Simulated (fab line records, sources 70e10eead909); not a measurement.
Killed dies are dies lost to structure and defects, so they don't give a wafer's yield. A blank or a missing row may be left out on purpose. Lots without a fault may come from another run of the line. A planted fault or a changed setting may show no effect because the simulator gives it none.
fab line records | flow nand_harc
record lots=24 wafers=72 last_day=33
route steps=1302 shown A_BLC@1133 A_M0@1156 A_M1@1180
lots that met no fault: from a run of the same line without faults
start_h: hours from the record's first day to the start of the lot's first wafer shown | wait_h: hours since the lot's step before | " the same as in the row above | L1.1+2: a row that stands for several wafers | - no value, or no start given | * or withheld: withheld | < > ~ a bound
route shown NAME@n: a module of which the file shows steps, and the number in the route of the first | usual: mean/standard deviation of fault-free wafers | same: alike in all rows | chamber/n: place in a boat | sites: the reading at each site | _std_site: their standard deviation | _edge_site: outer sites' mean less inner sites' | radius_mm: how far each site lies from the wafer's centre | mask NAME#n: copy n | behind: the tool/chamber that last shaped the wafer | hold: why the lot was held/for how many hours/how that ended | device: the transistor (n, p or np) that didn't switch | end of line: the same wafers' tests at the end of the route | a step without rows: its recipe alone | killed: dies lost to structure and defects at the first sort, not the wafer's yield | map: a wafer's dies, x killed, . not, _ none there
set.NAME: the setting as run; set.NAME@STEP: as run at that earlier step | model.NAME: the simulator's own value behind a step, which no gauge read
steps of the route over a sample of lots; a table a step, a row a wafer
services: from which hour (start_h, from the record's first day; less than 0 if before it) a tool's chamber was out of use, for how many hours, and why
## steps
# step NHARC_A_BLC_CMP_25
# recipe t_overpolish_s=30 target_thk_nm=150
# usual motor_current_A=12.3/1.3 overpolish_run_s=30.001/0.0085 time_to_endpoint_s=30.0/2.3
# columns lot.wafer tool chamber start_h wait_h motor_current_A overpolish_run_s time_to_endpoint_s
L074.1 cmp-03 1 529.44 0.4 11.3 29.977 30.0
L074.2 " 2 " " 14.4 30.000 30.3
L074.3 " 3 " " 11.1 30.013 30.9
L075.1 cmp-03 0 530.61 0.5 12.4 30.008 29.0
L075.3 " 2 " " 15.5 30.005 31.3
L075.5 " 0 " " 12.2 29.999 30.5
L076.4 cmp-03 1 538.56 0.3 11.7 29.998 25.6
L076.1 " 2 " " 14.4 30.005 28.0
L076.5 " 1 " " 11.6 29.994 23.9
L078.1 cmp-02 1 555.90 0.4 11.1 30.003 28.7
L078.3 " 2 " " 13.6 29.997 30.6
L078.2 " 3 " " 12.4 30.002 28.8
L077.4 cmp-04 1 556.95 0.3 12.5 30.005 30.2
L077.2 " 3 " " 11.6 29.990 34.1
L077.6 " 1 " " 13.7 29.990 32.0
L079.1 cmp-04 1 573.97 0.4 13.4 29.990 28.5
L079.3 " 2 " " 12.4 30.009 32.6
L079.2 " 0 " " 13.0 29.997 31.3
L080.1 cmp-04 2 579.61 0.4 11.4 29.990 33.0
L080.2 " 3 " " 12.2 30.003 29.9
L080.6 " 1 " " 12.0 30.002 33.0
L081.1 cmp-02 0 583.75 0.5 11.1 30.000 29.1
L081.3 " 1 " " 11.7 30.013 27.8
L081.5 " 1 " " 10.9 30.012 27.6
L083.2 cmp-03 0 600.65 0.5 12.8 30.012 26.5
L083.1 " 1 " " 11.4 29.990 27.0
L083.6 " 1 " " 11.4 30.004 30.2
L082.2 cmp-03 3 602.89 0.4 10.9 29.991 35.8
L082.1 " 1 " " 11.8 30.010 32.7
L082.3 " 2 " " 15.3 29.986 35.0
L085.4 cmp-02 1 622.67 0.3 11.6 29.997 28.5
L085.1 " 3 " " 12.8 30.010 28.7
L085.5 " 1 " " 11.3 30.002 26.6
L084.2 cmp-03 3 626.47 0.4 11.6 29.991 32.6
L084.3 " 1 " " 11.1 30.002 28.2
L084.6 " 3 " " 10.7 29.997 30.3
L086.2 cmp-03 0 637.61 0.5 12.7 29.991 28.3
L086.1 " 1 " " 11.3 30.003 30.3
L086.5 " 3 " " 11.1 30.002 31.8
L087.2 cmp-03 2 653.04 0.5 14.5 30.002 30.8
L087.4 " 3 " " 11.7 29.996 31.6
L087.1 " 0 " " 12.5 30.003 30.8
L089.2 cmp-04 2 675.26 0.4 12.1 29.993 29.4
L089.1 " 1 " " 12.5 29.995 28.2
L089.6 " 3 " " 12.3 30.022 30.5
L088.4 cmp-02 0 676.14 0.3 10.2 30.015 31.1
L088.2 " 1 " " 11.4 30.010 30.9
L088.5 " 0 " " 10.3 30.002 35.6
L090.3 cmp-03 3 692.36 0.3 11.1 29.991 32.7
L090.1 " 1 " " 11.6 29.997 29.0
L090.6 " 3 " " 11.1 30.005 32.0
L091.4 cmp-02 2 693.75 0.3 13.2 29.979 32.9
L091.3 " 3 " " 12.7 30.024 27.0
L091.2 " 1 " " 10.0 29.998 28.6
L092.3 cmp-03 3 717.06 0.2 10.8 29.996 28.4
L092.4 " 1 " " 11.8 30.009 28.5
L092.2 " 2 " " 14.3 29.999 30.1
L093.4 cmp-02 0 717.53 0.3 11.0 29.994 31.3
L093.1 " 1 " " 10.7 30.009 29.2
L093.3 " 2 " " 13.9 30.001 27.7
L095.1 cmp-03 1 730.08 0.5 12.0 30.007 31.2
L095.2 " 3 " " 10.6 29.993 33.3
L095.5 " 2 " " 13.7 30.014 33.6
L096.1 cmp-03 0 731.16 0.5 11.8 30.000 27.8
L096.2 " 2 " " 14.4 29.997 32.8
L096.5 " 0 " " 12.4 30.000 30.8
L094.3 cmp-03 0 739.34 0.3 12.8 29.999 28.4
L094.1 " 1 " " 11.1 29.986 30.5
L094.6 " 0 " " 13.0 30.013 29.3
L097.3 cmp-04 3 742.79 0.2 12.7 30.009 32.7
L097.2 " 0 " " 13.3 29.983 29.7
L097.4 " 1 " " 12.6 30.000 28.1
# step NHARC_A_M0_DEGAS_28
# recipe temp_c=250 time_s=60
# usual heater_power_w=338/39
# same time_s=60
# columns lot.wafer tool chamber start_h wait_h heater_power_w
L074.1 pvd_sputter-01 - 531.86 - 379
L074.2 " - " " 302
L074.3 " - " " 394
L075.1 pvd_sputter-02 - 532.90 - 295
L075.3 " - " " 340
L075.5 " - " " 301
L076.4 pvd_sputter-01 - 541.05 - 407
L076.1 " - " " 315
L076.5 " - " " 402
L078.3 pvd_sputter-02 - 558.48 - 400
L078.1 " - " " 300
L078.2 " - " " 334
L077.2 pvd_sputter-01 - 559.33 - 388
L077.4 " - " " 288
L077.6 " - " " 393
L079.1 pvd_sputter-02 - 576.37 - 337
L079.2 " - " " 401
L079.3 " - " " 292
L080.2 pvd_sputter-01 - 581.97 - 388
L080.1 " - " " 294
L080.6 " - " " 381
L081.1 pvd_sputter-02 - 586.37 - 291
L081.3 " - " " 347
L081.5 " - " " 299
L083.1 pvd_sputter-02 - 603.05 - 389
L083.2 " - " " 305
L083.6 " - " " 305
L082.2 pvd_sputter-03 - 605.17 - 327
L082.3 " - " " 271
L082.1 " - " " 349
L085.4 pvd_sputter-02 - 624.93 - 294
L085.1 " - " " 402
L085.5 " - " " 283
L084.3 pvd_sputter-01 - 628.81 - 393
L084.2 " - " " 347
L084.6 " - " " 305
L086.2 pvd_sputter-03 - 640.02 - 278
L086.1 " - " " 348
L086.5 " - " " 358
L087.2 pvd_sputter-03 - 655.42 - 353
L087.4 " - " " 358
L087.1 " - " " 332
L089.1 pvd_sputter-02 - 677.56 - 302
L089.2 " - " " 336
L089.6 " - " " 303
L088.4 pvd_sputter-03 - 678.57 - 276
L088.2 " - " " 347
L088.5 " - " " 354
L090.3 pvd_sputter-01 - 694.67 - 311
L090.1 " - " " 300
L090.6 " - " " 394
L091.3 pvd_sputter-03 - 696.17 - 350
L091.4 " - " " 335
L091.2 " - " " 270
L092.4 pvd_sputter-01 - 719.51 - 310
L092.3 " - " " 303
L092.2 " - " " 401
L093.3 pvd_sputter-03 - 719.98 - 364
L093.1 " - " " 328
L093.4 " - " " 277
L095.1 pvd_sputter-03 - 732.41 - 318
L095.2 " - " " 276
L095.5 " - " " 318
L096.2 pvd_sputter-01 - 733.56 - 344
L096.1 " - " " 324
L096.5 " - " " 303
L094.3 pvd_sputter-02 - 741.75 - 344
L094.1 " - " " 396
L094.6 " - " " 312
L097.2 pvd_sputter-01 - 745.21 - 398
L097.3 " - " " 320
L097.4 " - " " 300
# step NHARC_A_M0_ANNEAL_30
# recipe temp_c=225 time_s=90
# usual wafer_temp_C_max=225.83/0.24
# same time_s=90
# columns lot.wafer tool chamber start_h wait_h wafer_temp_C_max
L074.1 rtp_anneal-01 0 532.60 0.3 225.56
L074.2 " 0 " " 225.86
L074.3 " 0 " " 226.26
L075.1 rtp_anneal-01 0 533.62 - 225.73
L075.3 " 0 " " 225.91
L075.5 " 0 " " 225.90
L076.1 rtp_anneal-02 0 542.05 - 225.47
L076.4 " 0 " " 225.73
L076.5 " 0 " " 226.01
L078.1 rtp_anneal-02 0 559.22 0.3 225.54
L078.2 " 0 " " 225.61
L078.3 " 0 " " 226.16
L077.2 rtp_anneal-01 0 560.20 0.5 226.27
L077.4 " 0 " " 225.69
L077.6 " 0 " " 225.79
L079.1 rtp_anneal-01 0 577.18 0.4 226.07
L079.2 " 0 " " 225.95
L079.3 " 0 " " 226.24
L080.1 rtp_anneal-01 0 582.77 0.3 225.81
L080.2 " 0 " " 226.04
L080.6 " 0 " " 225.51
L081.1 rtp_anneal-01 0 587.27 - 225.71
L081.3 " 0 " " 225.76
L081.5 " 0 " " 225.45
L083.1 rtp_anneal-02 0 603.78 - 225.93
L083.2 " 0 " " 226.26
L083.6 " 0 " " 225.82
L082.1 rtp_anneal-01 0 606.16 0.3 225.81
L082.2 " 0 " " 225.64
L082.3 " 0 " " 226.02
L085.1 rtp_anneal-01 0 625.67 0.3 225.62
L085.4 " 0 " " 225.47
L085.5 " 0 " " 225.64
L084.2 rtp_anneal-02 0 629.61 0.4 225.37
L084.3 " 0 " " 226.09
L084.6 " 0 " " 225.64
L086.1 rtp_anneal-02 0 640.75 - 225.68
L086.2 " 0 " " 226.27
L086.5 " 0 " " 225.84
L087.1 rtp_anneal-01 0 656.16 - 226.11
L087.2 " 0 " " 225.77
L087.4 " 0 " " 225.47
L089.1 rtp_anneal-01 0 678.32 0.3 225.82
L089.2 " 0 " " 226.22
L089.6 " 0 " " 226.43
L088.2 rtp_anneal-01 0 679.36 - 225.65
L088.4 " 0 " " 225.93
L088.5 " 0 " " 225.84
L090.1 rtp_anneal-01 0 695.39 0.3 225.71
L090.3 " 0 " " 225.90
L090.6 " 0 " " 225.61
L091.2 rtp_anneal-02 0 696.97 0.3 226.07
L091.3 " 0 " " 226.06
L091.4 " 0 " " 225.94
L092.2 rtp_anneal-02 0 720.31 0.4 226.05
L092.3 " 0 " " 225.82
L092.4 " 0 " " 226.09
L093.1 rtp_anneal-01 0 720.72 0.3 225.70
L093.3 " 0 " " 225.90
L093.4 " 0 " " 225.88
L095.1 rtp_anneal-02 0 733.15 - 225.45
L095.2 " 0 " " 225.50
L095.5 " 0 " " 225.97
L096.1 rtp_anneal-02 0 734.29 - 225.86
L096.2 " 0 " " 226.23
L096.5 " 0 " " 225.97
L094.1 rtp_anneal-02 0 742.48 0.3 225.90
L094.3 " 0 " " 225.75
L094.6 " 0 " " 225.71
L097.2 rtp_anneal-01 0 746.00 - 225.31
L097.3 " 0 " " 225.79
L097.4 " 0 " " 225.58
# step NHARC_A_M1_OVL_MEAS_10
# recipe pitch_nm=240
# usual overlay_x_nm=-0.2/0.63 overlay_y_nm=-0.2/0.95
# columns lot.wafer tool chamber start_h wait_h overlay_x_nm overlay_y_nm
L074.1 overlay-02 - 534.77 - -1.1 -0.2
L074.2 " - " " -1.1 -0.3
L074.3 " - " " -1.0 -1.0
L075.1 overlay-02 - 535.81 - -0.4 1.2
L075.3 " - " " 0.0 1.3
L075.5 " - " " -0.2 0.7
L076.1 overlay-01 - 544.22 - -0.4 -0.6
L076.4 " - " " -0.5 -0.9
L076.5 " - " " -1.2 -0.2
L078.1 overlay-02 - 561.66 - -0.6 -1.2
L078.2 " - " " -0.3 -1.4
L078.3 " - " " -1.5 -1.6
L077.2 overlay-02 - 562.58 - 0.1 0.6
L077.4 " - " " -0.4 0.6
L077.6 " - " " -0.3 0.3
L079.1 overlay-01 - 579.48 - -0.5 0.2
L079.2 " - " " -0.9 0.8
L079.3 " - " " -0.8 0.1
L080.1 overlay-02 - 585.11 - -0.5 0.9
L080.2 " - " " 0.2 0.2
L080.6 " - " " -0.3 1.4
L081.1 overlay-01 - 589.60 - -0.2 -1.4
L081.3 " - " " -0.3 -0.7
L081.5 " - " " -0.1 -1.1
L083.1 overlay-01 - 606.08 - -0.4 0.1
L083.2 " - " " -1.1 0.0
L083.6 " - " " -0.8 -0.5
L082.1 overlay-01 - 608.56 - -0.8 -1.0
L082.2 " - " " -0.9 -1.7
L082.3 " - " " -0.8 -1.1
L085.1 overlay-02 - 627.81 - -1.0 1.1
L085.4 " - " " 0.1 1.3
L085.5 " - " " -0.1 0.7
L084.2 overlay-01 - 631.71 - 0.7 0.2
L084.3 " - " " 0.9 -0.3
L084.6 " - " " 0.7 -0.4
L086.1 overlay-01 - 643.06 - -0.4 -1.4
L086.2 " - " " -0.4 -1.7
L086.5 " - " " -0.5 -2.3
L087.1 overlay-01 - 658.46 - -0.9 -1.1
L087.2 " - " " -0.6 -1.1
L087.4 " - " " -1.0 -0.8
L089.1 overlay-01 - 680.50 - 0.2 0.0
L089.2 " - " " 0.6 -0.2
L089.6 " - " " 0.6 -0.3
L088.2 overlay-01 - 681.47 - 0.5 0.2
L088.4 " - " " 0.6 -0.7
L088.5 " - " " 0.2 0.0
L090.1 overlay-02 - 697.78 - -1.7 -0.7
L090.3 " - " " -1.6 -0.8
L090.6 " - " " -1.3 -0.7
L091.2 overlay-02 - 699.20 - 0.4 0.6
L091.3 " - " " 1.0 0.0
L091.4 " - " " 0.3 0.0
L092.2 overlay-01 - 722.57 - 0.5 0.7
L092.3 " - " " 0.9 0.5
L092.4 " - " " 0.3 1.6
L093.1 overlay-01 - 723.02 - 0.5 -0.9
L093.3 " - " " 0.6 -0.4
L093.4 " - " " -0.2 -0.5
L095.1 overlay-01 - 735.30 - -0.8 0.9
L095.2 " - " " 0.0 1.1
L095.5 " - " " -0.9 1.1
L096.1 overlay-02 - 736.66 - 0.1 -2.0
L096.2 " - " " 0.1 -2.3
L096.5 " - " " 0.3 -2.3
L094.1 overlay-01 - 744.77 - 0.6 0.0
L094.3 " - " " 0.6 0.9
L094.6 " - " " 0.6 0.3
L097.2 overlay-02 - 748.25 - 0.8 0.4
L097.3 " - " " 0.4 0.4
L097.4 " - " " 0.7 0.1
# step NHARC_A_M1_DESCUM_14
# recipe time_s=3 o2_flow_sccm=200 ar_flow_sccm=0 bias_power_w=0 chemistry=O2
# usual drypump_motor_current_A=5.8/0.41 oes_product_au=1.004/0.0077 rf_vpp_V=57.7/0.83 showerhead_plenum_p_Torr=1.91/0.073 throttle_valve_pct=11.312/0.0085
# same time_s=3
# columns lot.wafer tool chamber start_h wait_h drypump_motor_current_A oes_product_au rf_hours_counter_h rf_vpp_V showerhead_plenum_p_Torr throttle_valve_pct
L074.2 rie_diel-02 0 534.87 0.1 5.7 1.008 7 57.7 2.00 11.298
L074.3 " 1 " " 5.9 1.012 6 57.2 1.86 11.309
L074.1 " 3 " " 6.0 1.008 5 56.4 1.90 11.313
L075.1 rie_diel-08 2 535.91 0.1 5.1 0.999 5 58.1 1.80 11.304
L075.3 " 0 " " 5.5 1.000 5 58.9 1.84 11.306
L075.5 " 2 " " 5.1 1.006 - 56.6 1.80 11.302
L076.1 rie_diel-06 1 544.31 0.1 5.8 0.992 3 57.5 1.92 11.310
L076.4 " 0 " " 6.1 0.989 3 58.5 1.92 11.309
L076.5 " 2 " " 6.4 0.990 - 56.7 1.79 11.302
L078.1 rie_diel-08 1 561.76 0.1 5.3 1.007 0 58.9 2.01 11.305
L078.2 " 2 " " 5.1 1.001 0 57.5 1.80 11.307
L078.3 " 3 " " 6.4 1.013 0 57.3 1.94 11.326
L077.2 rie_diel-08 0 562.68 0.1 5.5 1.005 0 56.9 1.84 11.322
L077.4 " 3 " " 6.4 1.011 0 57.7 1.94 11.322
L077.6 " 0 " " 5.5 1.008 - 56.4 1.84 11.311
L079.2 rie_diel-08 3 579.58 0.1 6.5 1.012 0 59.0 1.94 11.320
L079.1 " 0 " " 5.5 1.010 1 56.5 1.84 11.309
L079.3 " 2 " " 5.1 1.005 0 58.4 1.80 11.306
L080.1 rie_diel-02 1 585.20 0.1 5.9 1.008 0 58.0 1.86 11.298
L080.2 " 3 " " 6.0 1.013 0 58.9 1.90 11.309
L080.6 " 1 " " 5.9 1.015 - 58.2 1.86 11.325
L081.3 rie_diel-08 1 589.70 0.1 5.3 1.016 1 57.6 2.01 11.330
L081.1 " 3 " " 6.4 1.012 1 58.0 1.94 11.325
L081.5 " 1 " " 5.3 1.018 - 56.3 2.01 11.317
L083.1 rie_diel-06 0 606.19 0.1 6.1 0.989 6 58.5 1.92 11.321
L083.2 " 2 " " 6.4 0.990 6 58.0 1.79 11.310
L083.6 " 0 " " 6.1 0.989 - 56.5 1.92 11.298
L082.1 rie_diel-08 0 608.66 0.1 5.5 1.004 1 58.2 1.84 11.306
L082.3 " 1 " " 5.3 1.000 1 58.5 2.01 11.310
L082.2 " 3 " " 6.4 1.000 1 57.9 1.94 11.324
L085.4 rie_diel-08 3 627.92 0.1 6.5 1.006 2 57.0 1.94 11.320
L085.1 " 0 " " 5.5 1.013 2 58.2 1.84 11.313
L085.5 " 3 " " 6.5 0.996 - 57.5 1.94 11.310
L084.3 rie_diel-02 2 631.82 0.1 6.0 1.013 3 58.0 1.92 11.313
L084.2 " 3 " " 6.0 1.018 3 56.5 1.90 11.316
L084.6 " 1 " " 5.9 1.007 - 57.6 1.86 11.308
L086.1 rie_diel-08 0 643.15 0.1 5.5 1.003 2 58.8 1.84 11.311
L086.2 " 1 " " 5.3 0.993 2 58.5 2.01 11.319
L086.5 " 1 " " 5.3 1.000 - 59.1 2.01 11.321
L087.1 rie_diel-02 1 658.56 0.1 5.9 1.016 5 57.0 1.85 11.313
L087.2 " 2 " " 6.0 1.004 4 57.7 1.92 11.327
L087.4 " 3 " " 6.0 1.008 5 58.7 1.90 11.326
L089.1 rie_diel-02 3 680.61 0.1 6.0 1.005 6 58.3 1.90 11.323
L089.2 " 1 " " 5.9 1.002 6 56.7 1.85 11.327
L089.6 " 2 " " 6.0 1.009 - 57.1 1.92 11.302
L088.2 rie_diel-02 0 681.58 0.1 5.7 0.996 6 58.2 2.00 11.311
L088.4 " 2 " " 6.0 0.995 6 56.9 1.92 11.312
L088.5 " 3 " " 6.0 1.006 - 57.0 1.90 11.294
L090.3 rie_diel-02 0 697.89 0.1 5.7 1.001 7 59.1 2.00 11.323
L090.1 " 1 " " 5.9 1.004 7 56.8 1.85 11.310
L090.6 " 3 " " 6.0 1.007 - 56.9 1.90 11.306
L091.4 rie_diel-02 0 699.31 0.1 5.7 0.998 7 59.4 2.00 11.288
L091.3 " 1 " " 5.9 1.007 7 57.5 1.85 11.314
L091.2 " 2 " " 6.0 1.006 7 58.1 1.92 11.318
L092.2 rie_diel-02 0 722.67 0.1 5.7 0.986 9 58.8 2.00 11.319
L092.3 " 1 " " 5.9 1.005 8 58.1 1.85 11.303
L092.4 " 2 " " 6.0 0.995 8 57.3 1.92 11.326
L093.3 rie_diel-02 2 723.12 0.1 6.0 0.996 8 55.7 1.92 11.311
L093.4 " 0 " " 5.7 1.011 9 59.9 2.00 11.312
L093.1 " 1 " " 5.9 1.015 8 57.1 1.85 11.302
L095.1 rie_diel-08 2 735.40 0.1 5.1 0.997 0 57.8 1.80 11.316
L095.2 " 3 " " 6.4 1.005 0 57.6 1.94 11.317
L095.5 " 2 " " 5.1 1.000 - 57.5 1.80 11.315
L096.2 rie_diel-02 2 736.75 0.1 6.0 1.004 8 56.9 1.92 11.324
L096.1 " 0 " " 5.7 1.003 10 57.6 2.00 11.315
L096.5 " 3 " " 6.0 1.009 - 57.4 1.90 11.310
L094.1 rie_diel-02 3 744.87 0.1 6.0 1.004 10 58.7 1.90 11.313
L094.3 " 0 " " 5.6 1.000 10 57.2 2.00 11.309
L094.6 " 3 " " 6.0 1.007 - 57.8 1.90 11.318
L097.2 rie_diel-06 1 748.35 0.1 5.8 1.004 4 56.9 1.92 11.309
L097.4 " 3 " " 4.9 1.002 3 58.2 2.06 11.318
L097.3 " 0 " " 6.1 1.012 4 58.3 1.92 11.314
# step NHARC_A_M1_ETCH_15
# recipe target_depth_a=1825 time_s=91.2 c4f8_flow_sccm=withheld ar_flow_sccm=400 rf_w=600 bias_w=300 chemistry=C4F8/Ar
# usual bias_w=300.0/0.87 oes_product_au=0.956/0.023 rf_vpp_V=440.7/2.4
# same time_s=91.2
# columns lot.wafer tool chamber start_h wait_h bias_w oes_product_au rf_hours_counter_h rf_vpp_V
L074.3 rie_diel-02 0 - - 299.7 0.964 7 444.5
L074.1 " 1 " " 300.1 0.970 6 440.8
L074.2 " 3 " " 300.2 0.983 5 441.1
L075.3 rie_diel-08 1 - - 300.3 0.962 4 443.8
L075.1 " 2 " " 298.8 0.926 5 438.6
L075.5 " 1 " " 299.7 0.957 - 444.2
L076.1 rie_diel-06 0 - - 300.8 0.919 3 439.3
L076.4 " 1 " " 300.6 0.923 3 440.0
L076.5 " 3 " " 299.5 0.936 - 445.1
L078.1 rie_diel-08 0 - - 299.8 0.981 0 438.0
L078.3 " 1 " " 300.1 0.970 0 442.3
L078.2 " 2 " " 299.9 0.974 0 437.8
L077.2 rie_diel-08 1 - - 297.3 0.961 0 445.3
L077.4 " 2 " " 300.4 0.982 0 438.3
L077.6 " 0 " " 298.7 0.966 - 439.8
L079.1 rie_diel-08 3 - - 299.8 0.933 0 441.1
L079.3 " 0 " " 299.0 0.947 1 439.1
L079.2 " 1 " " 299.1 0.951 0 444.1
L080.2 rie_diel-02 3 - - 298.8 0.979 0 440.0
L080.1 " 0 " " 300.0 0.976 0 443.2
L080.6 " 1 " " 301.5 0.970 - 439.8
L081.3 rie_diel-08 0 - - 299.3 0.977 1 439.0
L081.1 " 2 " " 299.4 0.971 1 437.1
L081.5 " 0 " " 300.0 0.982 - 437.5
L083.2 rie_diel-06 2 - - 300.2 0.922 6 437.4
L083.1 " 3 " " 299.3 0.929 6 446.0
L083.6 " 2 " " 300.3 0.923 - 435.7
L082.1 rie_diel-08 1 - - 302.2 0.944 1 443.6
L082.3 " 2 " " 300.2 0.959 1 437.9
L082.2 " 3 " " 300.5 0.958 1 442.8
L085.1 rie_diel-08 2 - - 300.5 0.934 2 437.3
L085.4 " 0 " " 300.4 0.928 2 439.9
L085.5 " 2 " " 300.4 0.933 - 437.0
L084.2 rie_diel-02 0 - - 301.0 0.936 3 444.1
L084.3 " 1 " " 300.1 0.951 3 440.6
L084.6 " 0 " " 299.7 0.936 - 445.3
L086.1 rie_diel-08 0 - - 301.2 0.963 2 439.7
L086.2 " 2 " " 299.6 0.972 2 437.6
L086.5 " 1 " " 300.4 0.964 - 442.3
L087.2 rie_diel-02 3 - - 300.0 0.989 5 440.6
L087.1 " 1 " " 298.8 0.970 5 438.3
L087.4 " 2 " " 300.0 0.979 4 440.5
L089.2 rie_diel-02 3 - - 301.0 0.945 6 441.8
L089.1 " 0 " " 300.5 0.928 6 443.2
L089.6 " 2 " " 299.8 0.933 - 441.8
L088.4 rie_diel-02 3 - - 300.8 0.948 6 440.4
L088.2 " 0 " " 299.0 0.949 6 443.0
L088.5 " 3 " " 300.4 0.966 - 438.9
L090.1 rie_diel-02 2 - - 299.7 0.969 7 440.5
L090.3 " 0 " " 299.5 0.978 7 443.9
L090.6 " 1 " " 301.6 0.993 - 439.4
L091.4 rie_diel-02 1 - - 299.9 0.988 7 438.7
L091.2 " 2 " " 299.8 0.988 7 442.0
L091.3 " 3 " " 299.7 0.972 7 440.7
L092.2 rie_diel-02 3 - - 299.0 0.976 9 439.9
L092.3 " 0 " " 298.7 0.964 9 442.7
L092.4 " 1 " " 299.9 0.973 8 439.1
L093.1 rie_diel-02 3 - - 299.4 0.935 9 440.2
L093.4 " 1 " " 299.6 0.933 9 438.6
L093.3 " 2 " " 298.8 0.933 8 442.0
L095.1 rie_diel-08 2 - - 299.9 0.962 0 437.1
L095.2 " 3 " " 301.3 0.964 0 440.1
L095.5 " 1 " " 299.5 0.981 - 442.5
L096.2 rie_diel-02 1 - - 301.1 0.984 9 438.8
L096.1 " 3 " " 299.1 0.961 9 440.6
L096.5 " 1 " " 299.2 0.982 - 439.2
L094.3 rie_diel-02 1 - - 299.0 0.924 10 439.2
L094.1 " 2 " " 298.7 0.937 9 440.3
L094.6 " 3 " " 299.9 0.933 - 439.3
L097.3 rie_diel-06 0 - - 300.1 0.922 4 442.2
L097.4 " 1 " " 301.2 0.905 4 441.4
L097.2 " 2 " " 301.4 0.917 3 436.0
## services
# columns tool chamber start_h hours kind
rie_diel-08 0 506.54 2.0 repair
pvd_sputter-03 - 526.10 10.0 pm
cmp-02 - 526.52 4.0 pm
rie_diel-02 2 535.41 15.3 repair
rie_diel-08 - 544.80 9.0 pm
cmp-02 - 546.40 5.2 repair
rie_diel-02 - 550.34 0.6 repair
rie_diel-06 0 552.34 4.3 repair
rie_diel-02 - 570.70 9.0 pm
rie_diel-08 - 581.93 0.3 repair
cmp-03 - 586.39 4.0 pm
pvd_sputter-01 - 598.10 3.7 repair
cmp-02 - 624.52 4.0 pm
rie_diel-08 - 633.61 0.2 repair
pvd_sputter-02 - 638.02 10.0 pm
cmp-03 - 654.88 1.0 repair
rie_diel-02 0 673.22 6.5 repair
cmp-03 - 684.39 4.0 pm
pvd_sputter-02 - 695.63 11.6 repair
pvd_sputter-03 - 704.10 10.0 pm
rie_diel-08 - 721.80 9.0 pm
rtp_anneal-02 - 744.00 12.0 pm
pvd_sputter-02 - 746.46 4.0 repair
rie_diel-02 - 747.70 9.0 pm
## key
fault none
